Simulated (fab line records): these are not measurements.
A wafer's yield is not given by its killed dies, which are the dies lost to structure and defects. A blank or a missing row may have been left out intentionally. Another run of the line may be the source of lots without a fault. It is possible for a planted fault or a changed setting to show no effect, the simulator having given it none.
Problem report in the 8D (eight disciplines) form, filled by code    flow n5 finfet    the parts of the form that need people (team, actions taken, sign-off) are left out

1. WHAT WENT WRONG
killed at front end at N5_PASSIVATION_PROBE_49 reads a mean of 149 on 6 wafers of 2 lots; wafers without a fault read 37 with a standard deviation of 9.7. That is +12 standard deviations from the usual mean.
First seen on wafer L582.1, day 16 21:32, on prober-02. The record holds 6 wafers of 2 lots with a number at this step. Rule for "out" (also "out of limits"): further than 4 standard deviations from the usual mean. The rest of the wafers with a number are treated as sound.

2. WHAT THIS IS AND IS NOT
question                     is                      is not
which readings at this step  killed at front end     killed_at_M0_to_M3, killed at contacts, killed at other, killed open, killed short
which lots                   L582, L584              -
which wafers of those lots   all that have a number  -
read on which tools          prober-02               -
when                         from day 16 21:32       up to then (0 sound wafers)

3. WHAT RULES OUT EACH SUSPECT
Counting: any tool at a process step up to the reading is kept as a suspect provided that every lot that is out went through it and no sound lot did after the first of them.
- rie diel-06 at N5_HKMG_FIN_STRIP_92 (strips SOC in N2/H2, time 20 s): kept. It ran every lot that is out, first L582 (day 7 04:44), and no sound lot after that.
- wet bench-04 at N5_HKMG_FIN_WET_ETCH_87 (etches TiN in SC1, time 154.2 s, target depth 4.7 nm, rinse time 30 s): kept. It ran every lot that is out, first L582 (day 7 05:46), and no sound lot after that.
- cvd w-02 at N5_HKMG_FIN_W_FILL_22 (material W, target thk 60 nm, time 18.2 s): kept. It ran every lot that is out, first L582 (day 7 07:58), and no sound lot after that.
- prober-02 at N5_PASSIVATION_PROBE_49: kept. It ran every lot that is out, first L582 (day 16 21:32), and no sound lot after that. Its own killed at front end readings are out on those wafers.
Left after counting: rie diel-06 at N5_HKMG_FIN_STRIP_92, wet bench-04 at N5_HKMG_FIN_WET_ETCH_87, cvd w-02 at N5_HKMG_FIN_W_FILL_22, prober-02 at N5_PASSIVATION_PROBE_49.

4. THE CAUSE (what the simulator had put in)
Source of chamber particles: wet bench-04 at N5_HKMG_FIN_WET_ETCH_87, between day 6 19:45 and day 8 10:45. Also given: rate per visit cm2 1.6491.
Counting left 4 suspects, and this tool is among them.

5. THE EFFECT CHAIN, in route order
One row per reading whose mean, taken over the struck wafers that have a number, lies over 3 standard deviations from the usual. Only readings whose record carries a usual standard deviation are examined. hours: median over the lots of the time between each lot's start at the first step of this table that gives one and its start at this step. sigmas: the change, counted in usual standard deviations.
hours  step                     reading               usual   on struck wafers  change  sigmas
0      N5_PASSIVATION_PROBE_49  defect limited yield  91.4 %  81.7              -9.7    -8.1
0      N5_PASSIVATION_PROBE_49  killed at front end   37      149               +112    +12
0      N5_PASSIVATION_PROBE_49  killed dies           102     216               +114    +7.6
0      N5_PASSIVATION_PROBE_49  sort_bin_5_function   5.1 %   11.3              +6.2    +7.7
0      N5_PASSIVATION_PROBE_49  sort n pass           1078    964               -114    -7.6
0      N5_PASSIVATION_PROBE_49  sort yield pct        91.4 %  81.7              -9.7    -8.1
It contains these process steps:
- N5_PASSIVATION_PROBE_49

6. HOW IT WOULD HAVE BEEN CAUGHT EARLIER
242 hours passed between the start of the fault at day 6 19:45 and the first reading out of limits in this record, taken at day 16 21:32.
Lots out: 2; all had begun N5_HKMG_FIN_WET_ETCH_87 on wet bench-04 by day 16 21:32. Had the tool been put on hold then, not one of them would have been saved.
